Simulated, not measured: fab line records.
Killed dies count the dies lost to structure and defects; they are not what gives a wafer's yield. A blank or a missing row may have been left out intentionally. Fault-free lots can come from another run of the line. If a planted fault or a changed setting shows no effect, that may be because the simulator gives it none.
fab line records	flow nand_harc
record lots=12	wafers=36	last_day=24
route steps=1159 shown A_ONON_D1@437 A_CHANNEL_HOLE_D1@460 END@1159
lots that met no fault: taken from a fault-free run of the same line
start_h: hours from the record's opening day to when the first of the lot's shown wafers began	wait_h: hours elapsed since this lot's preceding step	" as in the row above	L1.1+2: several wafers, shown together as one row	- value missing, or start not given	* or withheld: withheld	< > ~ a bound
route shown NAME@n: NAME is a module with steps in the file, n the number in the route of the first one	usual: mean and standard deviation over wafers with no fault	same: alike in all rows	chamber/n: place in a boat	sites: each site's reading	_std_site: how widely they spread, as a standard deviation	_edge_site: outer sites' mean less inner sites'	radius_mm: how far each site lies from the wafer's centre	mask NAME#n: copy n	behind: the most recent tool/chamber to have shaped the wafer	hold: reason for holding the lot/hours on hold/outcome of the hold	device: the transistor (n, p or np) that didn't switch	end of line: the same wafers' tests at the end of the route	a step without rows: its recipe alone	killed: at the first sort, the dies lost to defects and structure; wafer yield is something else	map: the dies of a wafer, with x for killed, . for not killed, _ for no die there
set.NAME: the setting that was run; set.NAME@STEP: the one run at that earlier step	model.NAME: the simulator's own value behind a step, which no gauge read
steps of the route over a sample of lots; a table a step, a row a wafer
services: the hour from which a tool's chamber was out of use, counted from the record's first day as start_h (under 0 if before that day), plus the number of hours and why
## steps
# step NHARC_A_ONON_D1_THK_MEAS_18
# recipe thk_meas_gauge=ellipsometry
# usual thk_nm=1001/11
lot.wafer	tool	chamber	start_h	wait_h	thk_nm
L295.1	film_metro-01	-	168.33	-	1009
L295.2	"	-	"	"	1008
L295.3	"	-	"	"	1009
L297.1	film_metro-01	-	175.33	-	1007
L297.2	"	-	"	"	1006
L297.3	"	-	"	"	1006
L298.2	film_metro-02	-	178.94	-	1008
L298.3	"	-	"	"	1007
L298.5	"	-	"	"	1007
L296.2	film_metro-01	-	178.94	-	1017
L296.3	"	-	"	"	1016
L296.5	"	-	"	"	1018
L300.2	film_metro-02	-	195.19	-	1008
L300.5	"	-	"	"	1010
L300.6	"	-	"	"	1009
L301.1	film_metro-01	-	195.20	-	995
L301.2	"	-	"	"	994
L301.4	"	-	"	"	992
L299.2	film_metro-01	-	195.21	-	971
L299.4	"	-	"	"	971
L299.5	"	-	"	"	970
L306.2	film_metro-01	-	234.87	-	1003
L306.3	"	-	"	"	1002
L306.5	"	-	"	"	1002
L305.4	film_metro-01	-	235.10	-	1013
L305.5	"	-	"	"	1014
L305.6	"	-	"	"	1013
L307.1	film_metro-02	-	243.02	-	1001
L307.2	"	-	"	"	1001
L307.3	"	-	"	"	1001
L314.1	film_metro-01	-	272.16	-	1001
L314.3	"	-	"	"	1002
L314.6	"	-	"	"	999
L318.1	film_metro-02	-	301.67	-	1007
L318.2	"	-	"	"	1008
L318.3	"	-	"	"	1008
# step NHARC_A_ONON_D1_THK_MEAS_34
# recipe thk_meas_gauge=ellipsometry
# usual thk_nm=200/3.1
lot.wafer	tool	chamber	start_h	wait_h	thk_nm
L295.1	film_metro-01	-	171.06	-	199
L295.2	"	-	"	"	202
L295.3	"	-	"	"	199
L297.1	film_metro-01	-	178.08	-	200
L297.2	"	-	"	"	197
L297.3	"	-	"	"	198
L296.2	film_metro-02	-	181.68	-	198
L296.3	"	-	"	"	199
L296.5	"	-	"	"	200
L298.2	film_metro-01	-	181.75	-	198
L298.3	"	-	"	"	197
L298.5	"	-	"	"	199
L300.2	film_metro-02	-	198.20	-	202
L300.5	"	-	"	"	202
L300.6	"	-	"	"	208
L301.1	film_metro-01	-	198.40	-	195
L301.2	"	-	"	"	195
L301.4	"	-	"	"	199
L299.2	film_metro-02	-	198.67	-	198
L299.4	"	-	"	"	201
L299.5	"	-	"	"	200
L306.2	film_metro-01	-	237.65	-	202
L306.3	"	-	"	"	202
L306.5	"	-	"	"	205
L305.4	film_metro-01	-	237.86	-	201
L305.5	"	-	"	"	202
L305.6	"	-	"	"	198
L307.1	film_metro-01	-	245.82	-	197
L307.2	"	-	"	"	200
L307.3	"	-	"	"	195
L314.1	film_metro-01	-	274.89	-	203
L314.3	"	-	"	"	201
L314.6	"	-	"	"	205
L318.1	film_metro-02	-	304.55	-	200
L318.2	"	-	"	"	196
L318.3	"	-	"	"	199
# step NHARC_A_CHANNEL_HOLE_D1_PEB_08
# recipe peb_temp_c=100	peb_time_s=65
lot.wafer	tool	chamber	start_h	wait_h
L295.1+2+3	litho_track-01	0	175.22	0.1
L297.1+2+3	litho_track-06	0	182.43	0.1
L296.2+3+5	litho_track-01	0	184.37	0.1
L298.2+3+5	litho_track-06	0	184.53	0.1
L300.2+5+6	litho_track-01	0	200.91	0.1
L301.1+2+4	litho_track-04	0	201.54	0.1
L299.2+4+5	litho_track-04	0	202.69	0.1
L306.2+3+5	litho_track-01	0	240.22	0.1
L305.4+5+6	litho_track-06	0	240.56	0.0
L307.1+2+3	litho_track-01	0	248.63	0.1
L314.1+3+6	litho_track-04	0	277.62	0.1
L318.1+2+3	litho_track-06	0	308.92	0.1
# step NHARC_A_CHANNEL_HOLE_D1_CD_MEAS_10
# recipe target_cd_nm=100	landing_energy_ev=500
# usual cd_nm=99.9/0.6
lot.wafer	tool	chamber	start_h	wait_h	cd_nm
L295.1	cd_sem-01	0	175.30	-	100.1
L295.2	"	0	"	"	100.8
L295.3	"	0	"	"	100.3
L297.1	cd_sem-01	0	182.52	-	99.7
L297.2	"	0	"	"	99.7
L297.3	"	0	"	"	99.9
L296.2	cd_sem-01	0	184.45	-	100.5
L296.3	"	0	"	"	100.4
L296.5	"	0	"	"	99.9
L298.2	cd_sem-03	0	184.61	-	100.8
L298.3	"	0	"	"	99.9
L298.5	"	0	"	"	100.2
L300.2	cd_sem-01	0	200.99	-	98.9
L300.5	"	0	"	"	99.0
L300.6	"	0	"	"	99.4
L301.1	cd_sem-02	0	201.62	-	100.0
L301.2	"	0	"	"	100.0
L301.4	"	0	"	"	100.7
L299.2	cd_sem-02	0	202.77	-	101.5
L299.4	"	0	"	"	100.2
L299.5	"	0	"	"	100.4
L306.2	cd_sem-01	0	240.30	-	100.1
L306.3	"	0	"	"	104.6
L306.5	"	0	"	"	99.7
L305.4	cd_sem-03	0	240.64	-	99.3
L305.5	"	0	"	"	99.5
L305.6	"	0	"	"	99.1
L307.1	cd_sem-01	0	248.71	-	99.9
L307.2	"	0	"	"	100.2
L307.3	"	0	"	"	103.8
L314.1	cd_sem-03	0	277.70	-	100.4
L314.3	"	0	"	"	101.0
L314.6	"	0	"	"	100.8
L318.1	cd_sem-01	0	309.00	-	99.9
L318.2	"	0	"	"	99.5
L318.3	"	0	"	"	99.4
# step NHARC_A_CHANNEL_HOLE_D1_ETCH_21
# recipe bias_v=3000	source_w=withheld	pressure_mtorr=20	time_s=514.3	ar_flow_sccm=375	c4f8_flow_sccm=89.3	o2_flow_sccm=35.7	temp_c=-20	target_depth_a=16000	chemistry=C4F8/O2/Ar
# usual drypump_motor_current_A=5.9/0.47	showerhead_plenum_p_Torr=3.76/0.073	throttle_valve_pct=32.154/0.0091
lot.wafer	tool	chamber	start_h	wait_h	drypump_motor_current_A	rf_hours_counter_h	showerhead_plenum_p_Torr	throttle_valve_pct
L295.2	har_etch-02	0	177.10	0.3	6.1	101	3.66	32.149
L295.1	"	1	"	"	6.5	101	3.81	32.160
L295.3	"	0	"	"	6.1	-	3.66	32.136
L297.2	har_etch-02	1	184.31	0.3	6.5	105	3.81	32.154
L297.1	"	0	"	"	6.1	105	3.66	32.156
L297.3	"	0	"	"	6.1	-	3.66	32.141
L296.2	har_etch-01	1	186.37	0.3	5.2	192	3.82	32.155
L296.3	"	1	"	"	5.3	-	3.82	32.155
L296.5	"	0	"	"	5.7	-	3.82	32.150
L298.2	har_etch-02	0	188.54	0.3	6.1	109	3.66	32.149
L298.3	"	1	"	"	6.5	-	3.80	32.151
L298.5	"	1	"	"	6.5	-	3.80	32.152
L300.2	har_etch-01	1	202.78	0.3	5.2	199	3.82	32.154
L300.5	"	1	"	"	5.2	-	3.82	32.164
L300.6	"	0	"	"	5.7	-	3.82	32.153
L301.1	har_etch-02	0	203.41	0.3	6.1	114	3.66	32.149
L301.2	"	1	"	"	6.5	114	3.80	32.156
L301.4	"	0	"	"	6.1	-	3.66	32.155
L299.2	har_etch-01	0	206.95	0.3	5.7	202	3.82	32.146
L299.4	"	0	"	"	5.6	-	3.82	32.162
L299.5	"	0	"	"	5.7	-	3.82	32.149
L306.2	har_etch-02	1	242.38	0.3	6.5	127	3.79	32.158
L306.3	"	1	"	"	6.5	-	3.80	32.164
L306.5	"	0	"	"	6.1	-	3.65	32.160
L305.4	har_etch-01	0	242.58	0.3	5.7	-	3.81	32.140
L305.5	"	0	"	"	5.7	-	3.81	32.157
L305.6	"	1	"	"	5.2	-	3.81	32.167
L307.2	har_etch-01	0	250.51	0.3	5.6	223	3.81	32.162
L307.1	"	1	"	"	5.3	223	3.81	32.164
L307.3	"	0	"	"	5.6	-	3.81	32.156
L314.1	har_etch-02	1	279.59	0.3	6.5	143	3.79	32.158
L314.3	"	1	"	"	6.5	-	3.79	32.159
L314.6	"	0	"	"	6.1	-	3.64	32.150
L318.1	har_etch-02	1	317.92	0.3	6.5	165	3.77	32.153
L318.2	"	0	"	"	6.1	165	3.63	32.154
L318.3	"	1	"	"	6.5	-	3.77	32.145
# step NHARC_A_CHANNEL_HOLE_D1_CD_MEAS_30
# usual cd_nm=90.0/1.3
lot.wafer	tool	chamber	start_h	wait_h	cd_nm
L295.1	cd_sem-03	-	182.18	-	90.3
L295.2	"	-	"	"	91.3
L295.3	"	-	"	"	89.0
L297.1	cd_sem-02	-	189.40	-	90.4
L297.2	"	-	"	"	89.0
L297.3	"	-	"	"	88.4
L296.2	cd_sem-02	-	191.49	-	88.9
L296.3	"	-	"	"	90.5
L296.5	"	-	"	"	90.2
L298.2	cd_sem-03	-	193.55	-	90.6
L298.3	"	-	"	"	88.1
L298.5	"	-	"	"	89.9
L300.2	cd_sem-03	-	207.90	-	88.6
L300.5	"	-	"	"	88.1
L300.6	"	-	"	"	89.6
L301.1	cd_sem-01	-	208.64	-	90.1
L301.2	"	-	"	"	87.4
L301.4	"	-	"	"	91.2
L299.2	cd_sem-03	-	212.21	-	88.8
L299.4	"	-	"	"	88.6
L299.5	"	-	"	"	89.6
L305.4	cd_sem-01	-	247.54	-	88.0
L305.5	"	-	"	"	89.6
L305.6	"	-	"	"	86.0
L306.2	cd_sem-03	-	247.56	-	90.0
L306.3	"	-	"	"	96.2
L306.5	"	-	"	"	90.3
L307.1	cd_sem-02	-	255.59	-	88.0
L307.2	"	-	"	"	91.8
L307.3	"	-	"	"	94.0
L314.1	cd_sem-02	-	284.60	-	89.1
L314.3	"	-	"	"	92.1
L314.6	"	-	"	"	90.6
L318.1	cd_sem-02	-	323.02	-	89.8
L318.2	"	-	"	"	89.6
L318.3	"	-	"	"	89.3
# step NHARC_A_CHANNEL_HOLE_D1_XSEM_31
# recipe landing_energy_ev=35000
# usual bot_cd_nm=74.6/1.3	bow_nm=8.55/0.26	tilt_deg=0.09/0.045
lot.wafer	tool	chamber	start_h	wait_h	bot_cd_nm	bow_nm	tilt_deg
L295.1	xsem-02	0	182.27	0.1	74.9	8.32	0.19
L295.2	"	0	"	"	75.7	8.26	0.19
L295.3	"	0	"	"	74.2	8.35	0.19
L297.1	xsem-02	0	189.49	0.1	76.0	8.28	0.14
L297.2	"	0	"	"	74.4	8.37	0.14
L297.3	"	0	"	"	73.4	8.25	0.14
L296.2	xsem-01	0	191.57	0.1	72.8	8.70	0.09
L296.3	"	0	"	"	75.0	8.64	0.09
L296.5	"	0	"	"	74.3	8.80	0.09
L298.2	xsem-02	0	193.65	0.1	76.1	8.46	0.04
L298.3	"	0	"	"	74.1	8.36	0.04
L298.5	"	0	"	"	75.2	8.47	0.05
L300.2	xsem-01	0	207.98	0.1	74.2	8.81	0.15
L300.5	"	0	"	"	73.7	8.83	0.15
L300.6	"	0	"	"	75.5	8.86	0.15
L301.1	xsem-02	0	208.73	0.1	73.7	8.44	0.09
L301.2	"	0	"	"	72.0	8.37	0.09
L301.4	"	0	"	"	75.4	8.41	0.09
L299.2	xsem-01	0	212.31	0.1	73.2	8.30	0.03
L299.4	"	0	"	"	73.6	8.32	0.03
L299.5	"	0	"	"	73.8	8.28	0.03
L305.4	xsem-01	0	247.63	0.1	73.2	8.26	0.11
L305.5	"	0	"	"	75.6	8.20	0.12
L305.6	"	0	"	"	71.4	8.17	0.12
L306.2	xsem-02	0	247.65	0.1	73.5	8.91	0.06
L306.3	"	0	"	"	79.6	8.86	0.06
L306.5	"	0	"	"	73.6	8.88	0.06
L307.1	xsem-01	0	255.68	0.1	71.3	8.58	0.07
L307.2	"	0	"	"	76.1	8.69	0.07
L307.3	"	0	"	"	78.2	8.62	0.08
L314.1	xsem-01	0	284.68	0.1	74.5	8.60	0.13
L314.3	"	0	"	"	77.7	8.51	0.13
L314.6	"	0	"	"	76.1	8.48	0.13
L318.1	xsem-01	0	323.10	0.1	74.1	8.41	0.07
L318.2	"	0	"	"	74.5	8.38	0.07
L318.3	"	0	"	"	74.3	8.47	0.07
# step NHARC_END_SORT_01
# recipe temp_c=25
# usual killed_at_array=26/10	killed_at_other=0.5/0.87	killed_at_periphery=3.0/2.5	killed_dies=29/11	killed_open=3.3/1.9	killed_short=1.8/1.5
# same gross_dies=677
lot.wafer	tool	chamber	start_h	wait_h	killed_at_array	killed_at_other	killed_at_periphery	killed_dies	killed_open	killed_short
L295.1	prober-02	0	439.18	2.5	12	0	3	15	3	2
L295.2	prober-02	0	439.98	2.8	11	0	3	14	1	2
L295.3	prober-02	0	440.77	3.1	18	0	1	19	10	2
L298.2	prober-01	0	442.81	2.8	14	0	3	17	4	2
L298.3	prober-01	0	443.61	3.1	13	0	5	18	3	2
L298.5	prober-01	0	445.20	3.7	12	1	2	15	1	1
L297.1	prober-02	0	452.54	2.5	7	0	0	7	3	1
L297.2	prober-02	0	453.34	2.8	12	1	3	16	2	3
L297.3	prober-02	0	454.14	3.1	16	0	1	17	8	4
L296.2	prober-01	0	461.14	2.8	22	1	0	23	1	1
L296.3	prober-01	0	461.94	3.1	40	1	0	41	7	3
L296.5	prober-01	0	463.53	3.7	20	0	3	23	5	1
L299.2	prober-02	0	464.07	2.8	28	1	2	31	4	0
L299.4	prober-02	0	465.65	3.4	30	0	3	33	2	1
L299.5	prober-02	0	466.44	3.7	35	1	2	38	2	0
L301.1	prober-01	0	468.15	2.5	16	0	6	22	3	1
L301.2	prober-01	0	468.94	2.8	29	0	0	29	1	2
L301.4	prober-01	0	470.52	3.4	34	0	2	36	7	1
L300.2	prober-02	0	471.79	2.8	19	1	4	24	3	2
L300.5	prober-02	0	474.16	3.7	17	0	5	22	4	1
L300.6	prober-02	0	474.95	3.9	19	0	5	24	4	1
L305.4	prober-02	0	501.54	3.4	41	0	2	43	7	0
L305.5	prober-02	0	502.35	3.7	32	1	1	34	5	0
L305.6	prober-02	0	503.15	4.0	38	0	1	39	1	0
L307.1	prober-02	0	511.50	2.5	40	0	7	47	2	2
L307.2	prober-02	0	512.30	2.8	47	0	10	57	3	1
L307.3	prober-02	0	513.09	3.1	30	0	13	43	2	0
L306.2	prober-01	0	512.30	2.8	15	1	5	21	4	1
L306.3	prober-01	0	513.09	3.1	23	0	4	27	3	0
L306.5	prober-01	0	514.68	3.7	23	1	3	27	7	3
L314.1	prober-02	0	550.10	2.5	31	1	3	35	4	4
L314.3	prober-02	0	551.69	3.1	26	0	2	28	2	0
L314.6	prober-02	0	554.08	4.0	28	5	4	37	5	2
L318.1	prober-01	0	582.20	2.5	52	0	2	54	1	1
L318.2	prober-01	0	583.00	2.8	36	0	1	37	0	1
L318.3	prober-01	0	583.80	3.1	44	0	3	47	5	3
# killed by level:class
L295.1 A_M0:geometric_particle:open=3 P_M1:chamber_film_flake=2 A_CHANNEL_HOLE_D1:chamber_film_flake=2 A_CONTACT:chamber_film_flake=2 A_CHANNEL_FILL_D1:geometric_particle:short=1 A_BLC:geometric_particle:short=1 P_M2:chamber_film_flake=1 A_CHANNEL_FILL_D1:chamber_film_flake=1
L295.2 A_CHANNEL_HOLE_D1:chamber_film_flake=3 P_M1:chamber_film_flake=2 A_ONON_D1:geometric_particle:short=1 A_WL_FILL:geometric_particle:short=1 A_WL_FILL:geometric_particle:open=1 P_BONDPAD:chamber_film_flake=1 A_ZERO_WELL:chamber_film_flake=1 A_CHANNEL_FILL_D1:chamber_film_flake=1
L295.3 A_CHANNEL_FILL_D1:geometric_particle:open=3 A_M0:geometric_particle:open=3 A_CHANNEL_HOLE_D1:chamber_film_flake=3 A_SOURCE_PLATE:geometric_particle:short=2 A_ONON_D1:geometric_particle:open=2 A_WL_FILL:geometric_particle:open=1 A_CONTACT:geometric_particle:open=1 P_M1:chamber_film_flake=1
L298.2 A_CHANNEL_FILL_D1:chamber_film_flake=5 A_CONTACT:chamber_film_flake=4 P_CONTACT:geometric_particle:open=1 P_M0:geometric_particle:open=1 A_ONON_D1:geometric_particle:short=1 A_CHANNEL_FILL_D1:geometric_particle:short=1 A_SGD_CUT:geometric_particle:open=1 A_M0:geometric_particle:open=1
L298.3 A_CONTACT:chamber_film_flake=3 P_ZERO_WELL:chamber_film_flake=2 A_CHANNEL_HOLE_D1:chamber_film_flake=2 A_CHANNEL_FILL_D1:chamber_film_flake=2 A_WL_FILL:chamber_film_flake=2 P_M2:geometric_particle:short=1 A_SOURCE_PLATE:geometric_particle:open=1 A_CHANNEL_FILL_D1:geometric_particle:open=1
L298.5 A_CONTACT:chamber_film_flake=5 A_CHANNEL_HOLE_D1:chamber_film_flake=3 P_ZERO_WELL:chamber_film_flake=2 A_CHANNEL_FILL_D1:chamber_film_flake=2 A_SGD_CUT:geometric_particle:open=1 A_M0:geometric_particle:short=1 HYBRID_BOND:chamber_film_flake=1
L297.1 A_ONON_D1:geometric_particle:open=2 A_WL_FILL:geometric_particle:short=1 A_CONTACT:geometric_particle:open=1 A_CHANNEL_HOLE_D1:chamber_film_flake=1 A_WL_FILL:chamber_film_flake=1 A_CONTACT:chamber_film_flake=1
L297.2 A_CONTACT:chamber_film_flake=4 A_CHANNEL_FILL_D1:geometric_particle:short=2 A_CHANNEL_HOLE_D1:chamber_film_flake=2 A_CHANNEL_FILL_D1:chamber_film_flake=2 P_CONTACT:geometric_particle:open=1 P_CONTACT:geometric_particle:short=1 A_CONTACT:geometric_particle:open=1 P_GATE:chamber_film_flake=1
L297.3 A_CONTACT:geometric_particle:open=3 A_CHANNEL_FILL_D1:geometric_particle:open=2 A_CONTACT:geometric_particle:short=2 A_CHANNEL_HOLE_D1:chamber_film_flake=2 A_CHANNEL_FILL_D1:chamber_film_flake=2 P_M0:geometric_particle:open=1 A_CHANNEL_FILL_D1:geometric_particle:short=1 A_WL_FILL:geometric_particle:short=1
L296.2 A_CHANNEL_HOLE_D1:chamber_film_flake=7 A_SLIT:chamber_film_flake=6 A_CONTACT:chamber_film_flake=3 A_ZERO_WELL:chamber_film_flake=2 A_WL_FILL:chamber_film_flake=2 A_ONON_D1:geometric_particle:short=1 A_M0:geometric_particle:open=1 THIN_TSV:chamber_film_flake=1
L296.3 A_CHANNEL_HOLE_D1:chamber_film_flake=16 A_SLIT:chamber_film_flake=6 A_WL_FILL:chamber_film_flake=4 A_CONTACT:geometric_particle:open=3 A_CONTACT:geometric_particle:short=2 A_M1:geometric_particle:open=2 A_ZERO_WELL:chamber_film_flake=2 A_CONTACT:chamber_film_flake=2
L296.5 A_CHANNEL_HOLE_D1:chamber_film_flake=7 A_SLIT:chamber_film_flake=5 A_CONTACT:chamber_film_flake=3 A_CONTACT:geometric_particle:open=2 P_GATE:geometric_particle:open=1 P_CONTACT:geometric_particle:short=1 P_CONTACT:geometric_particle:open=1 A_CHANNEL_FILL_D1:geometric_particle:open=1
L299.2 A_SLIT:chamber_film_flake=11 A_CHANNEL_HOLE_D1:chamber_film_flake=9 A_CONTACT:chamber_film_flake=3 A_CONTACT:geometric_particle:open=2 A_STAIRCASE:chamber_film_flake=2 P_M0:geometric_particle:open=1 A_WL_FILL:geometric_particle:open=1 P_ZERO_WELL:chamber_film_flake=1
L299.4 A_CHANNEL_HOLE_D1:chamber_film_flake=16 A_SLIT:chamber_film_flake=11 P_CONTACT:geometric_particle:open=2 A_CONTACT:chamber_film_flake=2 P_M0:geometric_particle:short=1 A_M0:chamber_film_flake=1
L299.5 A_CHANNEL_HOLE_D1:chamber_film_flake=16 A_SLIT:chamber_film_flake=11 A_CONTACT:chamber_film_flake=4 P_ZERO_WELL:chamber_film_flake=2 A_SGD_CUT:geometric_particle:open=1 A_CONTACT:geometric_particle:open=1 A_WL_FILL:chamber_film_flake=1 A_BLC:chamber_film_flake=1
L301.1 A_SLIT:chamber_film_flake=9 P_STI:chamber_film_flake=4 P_M2:geometric_particle:open=2 A_CHANNEL_HOLE_D1:chamber_film_flake=2 A_SGD_CUT:geometric_particle:open=1 A_WL_FILL:geometric_particle:short=1 A_CHANNEL_FILL_D1:chamber_film_flake=1 A_SGD_CUT:chamber_film_flake=1
L301.2 A_SLIT:chamber_film_flake=12 A_CHANNEL_HOLE_D1:chamber_film_flake=6 A_CHANNEL_FILL_D1:chamber_film_flake=4 A_ONON_D1:geometric_particle:short=1 A_ONON_D1:geometric_particle:open=1 A_SGD_CUT:geometric_particle:short=1 A_ZERO_WELL:chamber_film_flake=1 A_STAIRCASE:chamber_film_flake=1
L301.4 A_SLIT:chamber_film_flake=16 A_CHANNEL_HOLE_D1:chamber_film_flake=5 A_CONTACT:geometric_particle:open=4 A_CHANNEL_FILL_D1:chamber_film_flake=4 A_SGD_CUT:chamber_film_flake=2 P_CONTACT:geometric_particle:open=1 A_ONON_D1:geometric_particle:open=1 A_CHANNEL_FILL_D1:geometric_particle:short=1
L300.2 A_CHANNEL_HOLE_D1:chamber_film_flake=13 A_ZERO_WELL:chamber_film_flake=2 P_M0:geometric_particle:short=1 P_M0:geometric_particle:open=1 A_SGD_CUT:geometric_particle:open=1 A_CONTACT:geometric_particle:short=1 A_CONTACT:geometric_particle:open=1 P_ZERO_WELL:chamber_film_flake=1
L300.5 A_CHANNEL_HOLE_D1:chamber_film_flake=11 A_SGD_CUT:chamber_film_flake=3 P_M0:geometric_particle:open=1 P_M1:geometric_particle:open=1 P_M1:geometric_particle:short=1 P_M2:geometric_particle:open=1 A_WL_FILL:geometric_particle:open=1 A_CHANNEL_FILL_D1:chamber_film_flake=1
L300.6 A_CHANNEL_HOLE_D1:chamber_film_flake=9 A_CONTACT:chamber_film_flake=5 P_ZERO_WELL:chamber_film_flake=3 P_M0:geometric_particle:open=2 A_CONTACT:geometric_particle:open=2 A_SGD_CUT:chamber_film_flake=2 A_M0:geometric_particle:short=1
L305.4 A_CHANNEL_HOLE_D1:chamber_film_flake=19 A_SLIT:chamber_film_flake=10 A_M1:chamber_film_flake=3 A_STAIRCASE:chamber_film_flake=2 A_CONTACT:chamber_film_flake=2 P_GATE:geometric_particle:open=1 P_CONTACT:geometric_particle:open=1 A_ONON_D1:geometric_particle:open=1
L305.5 A_CHANNEL_HOLE_D1:chamber_film_flake=11 A_SLIT:chamber_film_flake=11 A_CONTACT:chamber_film_flake=4 A_M1:chamber_film_flake=2 P_GATE:geometric_particle:open=1 A_ONON_D1:geometric_particle:open=1 A_SGD_CUT:geometric_particle:open=1 A_CONTACT:geometric_particle:open=1
L305.6 A_CHANNEL_HOLE_D1:chamber_film_flake=16 A_SLIT:chamber_film_flake=14 A_STAIRCASE:chamber_film_flake=2 A_CONTACT:chamber_film_flake=2 A_M1:chamber_film_flake=2 P_CONTACT:geometric_particle:open=1 A_CHANNEL_FILL_D1:chamber_film_flake=1 A_WL_FILL:chamber_film_flake=1
L307.1 A_CHANNEL_HOLE_D1:chamber_film_flake=23 A_SLIT:chamber_film_flake=10 P_CONTACT:chamber_film_flake=4 P_STI:chamber_film_flake=2 A_CONTACT:chamber_film_flake=2 A_CHANNEL_FILL_D1:geometric_particle:short=1 A_STAIRCASE:geometric_particle:open=1 A_WL_FILL:geometric_particle:short=1
L306.2 A_SLIT:chamber_film_flake=7 A_CHANNEL_HOLE_D1:chamber_film_flake=3 A_STAIRCASE:chamber_film_flake=2 P_GATE:geometric_particle:open=1 P_CONTACT:geometric_particle:open=1 P_M0:geometric_particle:open=1 A_CONTACT:geometric_particle:open=1 A_BLC:geometric_particle:short=1
L307.2 A_SLIT:chamber_film_flake=22 A_CHANNEL_HOLE_D1:chamber_film_flake=18 P_STI:chamber_film_flake=5 A_M0:geometric_particle:open=2 P_GATE:chamber_film_flake=2 P_CONTACT:chamber_film_flake=2 A_CONTACT:chamber_film_flake=2 P_M0:geometric_particle:short=1
L306.3 A_SLIT:chamber_film_flake=11 A_STAIRCASE:chamber_film_flake=4 A_CONTACT:chamber_film_flake=4 A_CHANNEL_HOLE_D1:chamber_film_flake=3 P_GATE:geometric_particle:open=1 P_CONTACT:geometric_particle:open=1 A_CONTACT:geometric_particle:open=1 P_STI:chamber_film_flake=1
L307.3 A_SLIT:chamber_film_flake=16 A_CHANNEL_HOLE_D1:chamber_film_flake=12 P_STI:chamber_film_flake=5 P_M2:chamber_film_flake=3 P_CONTACT:chamber_film_flake=2 P_CONTACT:geometric_particle:open=1 P_M1:geometric_particle:open=1 P_GATE:chamber_film_flake=1
L306.5 A_SLIT:chamber_film_flake=12 A_CONTACT:geometric_particle:open=2 A_BLC:geometric_particle:open=2 A_CONTACT:chamber_film_flake=2 P_CONTACT:geometric_particle:open=1 P_M0:geometric_particle:short=1 P_M2:geometric_particle:open=1 A_CHANNEL_FILL_D1:geometric_particle:short=1
L314.1 A_SLIT:chamber_film_flake=14 A_CHANNEL_HOLE_D1:chamber_film_flake=6 A_CONTACT:chamber_film_flake=4 P_GATE:geometric_particle:open=1 P_GATE:geometric_particle:short=1 P_CONTACT:geometric_particle:open=1 A_ONON_D1:geometric_particle:short=1 A_SLIT:geometric_particle:open=1
L314.3 A_SLIT:chamber_film_flake=11 A_CHANNEL_HOLE_D1:chamber_film_flake=6 A_CONTACT:chamber_film_flake=5 A_M0:chamber_film_flake=2 P_STI:geometric_particle:open=1 A_CHANNEL_HOLE_D1:geometric_particle:open=1 P_STI:chamber_film_flake=1 A_STAIRCASE:chamber_film_flake=1
L314.6 A_SLIT:chamber_film_flake=9 A_CHANNEL_HOLE_D1:chamber_film_flake=5 A_STAIRCASE:chamber_film_flake=5 THIN_TSV:chamber_film_flake=5 A_CONTACT:chamber_film_flake=3 A_CONTACT:geometric_particle:open=2 P_STI:chamber_film_flake=2 P_GATE:geometric_particle:open=1
L318.1 A_SLIT:chamber_film_flake=20 A_CHANNEL_HOLE_D1:chamber_film_flake=14 A_STAIRCASE:chamber_film_flake=10 A_CONTACT:chamber_film_flake=5 P_CONTACT:geometric_particle:short=1 A_BLC:geometric_particle:open=1 P_GATE:chamber_film_flake=1 A_WL_FILL:chamber_film_flake=1
L318.2 A_SLIT:chamber_film_flake=19 A_CONTACT:chamber_film_flake=8 A_STAIRCASE:chamber_film_flake=5 A_CHANNEL_HOLE_D1:chamber_film_flake=3 A_ONON_D1:geometric_particle:short=1 P_STI:chamber_film_flake=1
L318.3 A_SLIT:chamber_film_flake=20 A_CHANNEL_HOLE_D1:chamber_film_flake=7 A_STAIRCASE:chamber_film_flake=6 A_CONTACT:chamber_film_flake=4 P_GATE:geometric_particle:short=1 P_M0:geometric_particle:open=1 P_M1:geometric_particle:open=1 A_CHANNEL_FILL_D1:geometric_particle:open=1
## services
tool	chamber	start_h	hours	kind
litho_track-01	-	268.00	7.0	pm
litho_track-06	-	292.00	7.0	pm
xsem-02	-	302.00	14.0	pm
har_etch-01	-	305.00	17.0	pm
har_etch-01	0	305.00	17.0	vent_cycle
har_etch-01	1	305.00	17.0	vent_cycle
litho_track-04	-	316.00	7.0	pm
har_etch-01	0	322.00	-	clean
har_etch-01	0	322.00	-	consumable_replace:focus_ring
har_etch-01	1	322.00	-	clean
har_etch-01	1	322.00	-	consumable_replace:focus_ring
## key
first_sign step=NHARC_A_CHANNEL_HOLE_D1_CD_MEAS_10	reading=cd_nm	direction=up	sigmas=7.2	usual=99.9	struck=104.2
effect step=NHARC_A_CHANNEL_HOLE_D1_CD_MEAS_30	reading=cd_nm	direction=up	sigmas=4	usual=90.0	struck=95.1
effect step=NHARC_A_CHANNEL_HOLE_D1_XSEM_31	reading=bot_cd_nm	direction=up	sigmas=3.2	usual=74.6	struck=78.9
met_at NHARC_A_CHANNEL_HOLE_D1_PEB_08
struck_lots L306,L307
struck_wafers L306.3,L307.3
tester_left_out L306,L307
not_acting_at NHARC_A_ONON_D1_THK_MEAS_18,NHARC_A_ONON_D1_THK_MEAS_34,NHARC_A_CHANNEL_HOLE_D1_ETCH_21
onset_between 200.91 240.22
fault kind=process_parameter_drift	tool=litho_track-01	chamber=-	onset_h=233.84	steps=NHARC_A_CHANNEL_HOLE_D1_PEB_08	channel=peb_time_s	offset=*	shape=step	end_h=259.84	scope=struck_wafers_only	acts_in=*	stated=*
# tester_left_out: of these lots the tester's yield and bins aren't shown, on N5 and GAA mostly nor the transistor test; their killed dies are dies lost to structure and defects alone, not to doping, threshold or leakage, so they don't give the yield
